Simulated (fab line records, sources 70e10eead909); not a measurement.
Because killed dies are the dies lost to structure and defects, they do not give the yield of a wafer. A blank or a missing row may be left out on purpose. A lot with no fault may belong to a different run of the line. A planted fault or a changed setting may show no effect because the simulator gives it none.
Struck lot and sound lot, side by side / flow nand-harc / 18 steps out of a route of 1159
Sound: these wafers, L661.3, L661.4, L661.5. The struck wafers were L663.2, L663.4, L663.5. The cause is named last.
For every step that has rows: the tool of each side, followed by ch and its chambers, followed by its first start. Under that, the readings that differ: sound wafers / struck wafers / difference of the means / sigmas: that difference in standard deviations of wafers without a fault.
alike: words and numbers the same on both sides, and readings whose means are apart by under 2 such deviations; not compared: readings that were withheld, readings missing a value for some wafer, numbers with overlapping values and no deviation given by the record, and bounds like >300 which may hide the same value.
A row with sigmas, a row that says differs or no value, or rows on one side alone: a step with any of these is where the two part. Numbers that don't overlap but have no deviation are shown without sigmas and don't part them. A reading missing from all wafers of one side parts the sides only when that side holds two or more wafers.

first, 2 steps without rows for these wafers: NHARC_P_STI_SRD_39; NHARC_P_STI_OXIDE_40 (material SiO2, target thk 10 nm, ox time 1362 s).
NHARC_P_STI_INSPECT_25:
  sound on defect-inspect-01 at day 5 07:06; struck on defect-inspect-02 at day 5 10:55
  alike: raw-defect-count
then, 9 steps without rows for these wafers: NHARC_P_GATE_ETCH_69 (etches SiO2 in dHF, target depth 14 nm); NHARC_P_GATE_PRECLEAN_70 (cleans in SC1); NHARC_P_GATE_SRD_01; NHARC_P_GATE_OXIDE_02 (material SiO2, target thk 37.5 nm, ox time 365 s); NHARC_P_GATE_DEHYDRATE_03 (time 120 s); NHARC_P_GATE_HMDS_04 (time 30 s); NHARC_P_GATE_COAT_05; NHARC_P_GATE_SOFTBAKE_06 (time 95 s); NHARC_P_GATE_EBR_07.
NHARC_P_GATE_EXPOSE_08: exposes mask P HV.
  sound on krf-scanner-02 ch 0, day 5 15:14; struck on krf-scanner-02 ch 0, day 5 18:50
reading=mask; sound=P_HV#0 P_HV#0 P_HV#0; struck=P_HVPW#0 P_HVPW#0 P_HVPW#0; difference=differs; sigmas=
then, 2 steps without rows for these wafers: NHARC_P_GATE_PEB_09 (peb time 85 s); NHARC_P_GATE_DEVELOP_10 (time 70 s).
NHARC_P_GATE_CD_MEAS_11: the cd target is 1640 nm.
  sound on cd-sem-01 ch 0, day 5 15:23; struck on cd-sem-01 ch 0, day 5 18:59
reading=cd-nm (nm); sound=1637.4 1637.8 1637.1; struck=- - -; difference=no value on the struck wafers; sigmas=
then, 1 step without rows for these wafers: NHARC_P_GATE_HARDBAKE_12 (time 80 s).
-- record jumps: 19 days between struck wafers' starts before vs after; left off in module P_GATE, resumes in module END, first step shown is number 1159 of the route --
NHARC_END_SORT_01:
  the record has rows for the struck wafers here (prober-02 ch 0, day 25 01:04) and none for the sound ones

## WHERE THEY PART
At NHARC_P_GATE_EXPOSE_08 first; at NHARC_END_SORT_01 last (within this record only).

WHY: the cause the simulator had injected
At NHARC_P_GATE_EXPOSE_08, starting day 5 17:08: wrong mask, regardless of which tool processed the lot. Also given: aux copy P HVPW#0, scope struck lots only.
